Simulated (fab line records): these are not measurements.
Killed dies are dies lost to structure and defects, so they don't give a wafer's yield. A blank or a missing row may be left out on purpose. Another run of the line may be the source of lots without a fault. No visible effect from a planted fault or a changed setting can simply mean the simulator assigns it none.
Lot-split experiment :: flow n5Finfet :: 21 wafers read from 7 lots, route of 1938 steps

## THE SPLIT ITSELF
At N5_BEOL_M3_ETCH_41 (etches SiCN in CH3F/O2, target depth 29.9 nm, time 52.5 s), the setting targetDepthA was moved away from the recipe's 299 angstrom on 6 of the 21 wafers read, by -11.7% to +11.9%. This setting was run at the recipe's value on the other wafers.

The reading is taken at the split's own step.

## THE READING
etch.depthNm (the simulator's own value, which no gauge read), in nm, at N5_BEOL_M3_ETCH_41 (etches SiCN in CH3F/O2, target depth 29.9 nm, time 52.5 s). No usual value for it is given in the file. The 15 wafers here that ran the recipe average 19.84 nm, standard deviation 0.33 nm.

wafer: L074.1
tool, chamber at the split: rieDiel-05, 2
targetDepthA as run, angstrom: 299
against the recipe: recipe
etch.depthNm, nm: 20.01
against lot-mates on the recipe: -

wafer: L074.2
tool, chamber at the split: rieDiel-05, 0
targetDepthA as run, angstrom: 299
against the recipe: recipe
etch.depthNm, nm: 19.72
against lot-mates on the recipe: -

wafer: L074.3
tool, chamber at the split: rieDiel-05, 1
targetDepthA as run, angstrom: 299
against the recipe: recipe
etch.depthNm, nm: 19.95
against lot-mates on the recipe: -

wafer: L076.2
tool, chamber at the split: rieDiel-06, 0
targetDepthA as run, angstrom: 299
against the recipe: recipe
etch.depthNm, nm: 19.23
against lot-mates on the recipe: -

wafer: L076.3
tool, chamber at the split: rieDiel-06, 2
targetDepthA as run, angstrom: 278.6
against the recipe: -6.8%
etch.depthNm, nm: 18.88
against lot-mates on the recipe: -0.84

wafer: L076.6
tool, chamber at the split: rieDiel-06, 2
targetDepthA as run, angstrom: 299
against the recipe: recipe
etch.depthNm, nm: 20.21
against lot-mates on the recipe: -

wafer: L078.4
tool, chamber at the split: rieDiel-05, 2
targetDepthA as run, angstrom: 312.6
against the recipe: +4.5%
etch.depthNm, nm: 20.99
against lot-mates on the recipe: +1.33

wafer: L078.5
tool, chamber at the split: rieDiel-05, 3
targetDepthA as run, angstrom: 299
against the recipe: recipe
etch.depthNm, nm: 19.66
against lot-mates on the recipe: -

wafer: L078.6
tool, chamber at the split: rieDiel-05, 2
targetDepthA as run, angstrom: 312.6
against the recipe: +4.5%
etch.depthNm, nm: 20.95
against lot-mates on the recipe: +1.29

wafer: L080.1
tool, chamber at the split: rieDiel-01, 3
targetDepthA as run, angstrom: 299
against the recipe: recipe
etch.depthNm, nm: 19.96
against lot-mates on the recipe: -

wafer: L080.3
tool, chamber at the split: rieDiel-01, 2
targetDepthA as run, angstrom: 299
against the recipe: recipe
etch.depthNm, nm: 20.23
against lot-mates on the recipe: -

wafer: L080.6
tool, chamber at the split: rieDiel-01, 1
targetDepthA as run, angstrom: 299
against the recipe: recipe
etch.depthNm, nm: 19.09
against lot-mates on the recipe: -

wafer: L084.1
tool, chamber at the split: rieDiel-05, 3
targetDepthA as run, angstrom: 299
against the recipe: recipe
etch.depthNm, nm: 19.85
against lot-mates on the recipe: -

wafer: L084.2
tool, chamber at the split: rieDiel-05, 0
targetDepthA as run, angstrom: 334.7
against the recipe: +11.9%
etch.depthNm, nm: 22.66
against lot-mates on the recipe: +2.66

wafer: L084.4
tool, chamber at the split: rieDiel-05, 0
targetDepthA as run, angstrom: 299
against the recipe: recipe
etch.depthNm, nm: 20.14
against lot-mates on the recipe: -

wafer: L089.2
tool, chamber at the split: rieDiel-01, 3
targetDepthA as run, angstrom: 299
against the recipe: recipe
etch.depthNm, nm: 19.61
against lot-mates on the recipe: -

wafer: L089.4
tool, chamber at the split: rieDiel-01, 2
targetDepthA as run, angstrom: 273.8
against the recipe: -8.4%
etch.depthNm, nm: 18.45
against lot-mates on the recipe: -1.47

wafer: L089.6
tool, chamber at the split: rieDiel-01, 2
targetDepthA as run, angstrom: 299
against the recipe: recipe
etch.depthNm, nm: 20.23
against lot-mates on the recipe: -

wafer: L093.2
tool, chamber at the split: rieDiel-01, 0
targetDepthA as run, angstrom: 299
against the recipe: recipe
etch.depthNm, nm: 19.79
against lot-mates on the recipe: -

wafer: L093.5
tool, chamber at the split: rieDiel-01, 1
targetDepthA as run, angstrom: 264.1
against the recipe: -11.7%
etch.depthNm, nm: 16.71
against lot-mates on the recipe: -3.12

wafer: L093.6
tool, chamber at the split: rieDiel-01, 3
targetDepthA as run, angstrom: 299
against the recipe: recipe
etch.depthNm, nm: 19.88
against lot-mates on the recipe: -

THE FIT
A straight line over all 21 wafers: etch.depthNm changes by +0.226 nm for each +1% of targetDepthA; r = +0.95; the points scatter about the line by 0.36 nm.
The same after taking each lot's own level away (the mean of its wafers on the recipe; 21 wafers): +0.225 nm for each +1%; r = +0.95; scatter 0.36 nm.
That fit puts the effect of the largest move of targetDepthA on the reading at 2.7 nm.
The span of the lots' own levels, 19.660 to 19.995 nm, comes to 1.0 times the standard deviation stated above.
Hence the lot-to-lot level has little effect on the slope; both slopes agree.
Check: with one of the wafers moved furthest among these (+11.9%) left out of the fit, the line predicts +2.8 nm for it against its lot-mates. It came out at +2.66 nm against them.

## FURTHER SPLITS ON THESE WAFERS
These wafers also went through other splits before the reading. Each is held against what the fit with the lots' levels taken away leaves over:
other split on the same wafers: N5_BEOL_M2_TRENCH_ETCH_37 sourceW
wafers away from the commonest value: 2
r with etch.depthNm (lot level and that fit taken away): +0.00

other split on the same wafers: N5_BEOL_M3_COAT_67 spinRpm
wafers away from the commonest value: 5
r with etch.depthNm (lot level and that fit taken away): -0.26

## THE FILE'S OWN FIT
etch.depthNm changes by +0.222 nm for each +1% of targetDepthA, r = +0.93.
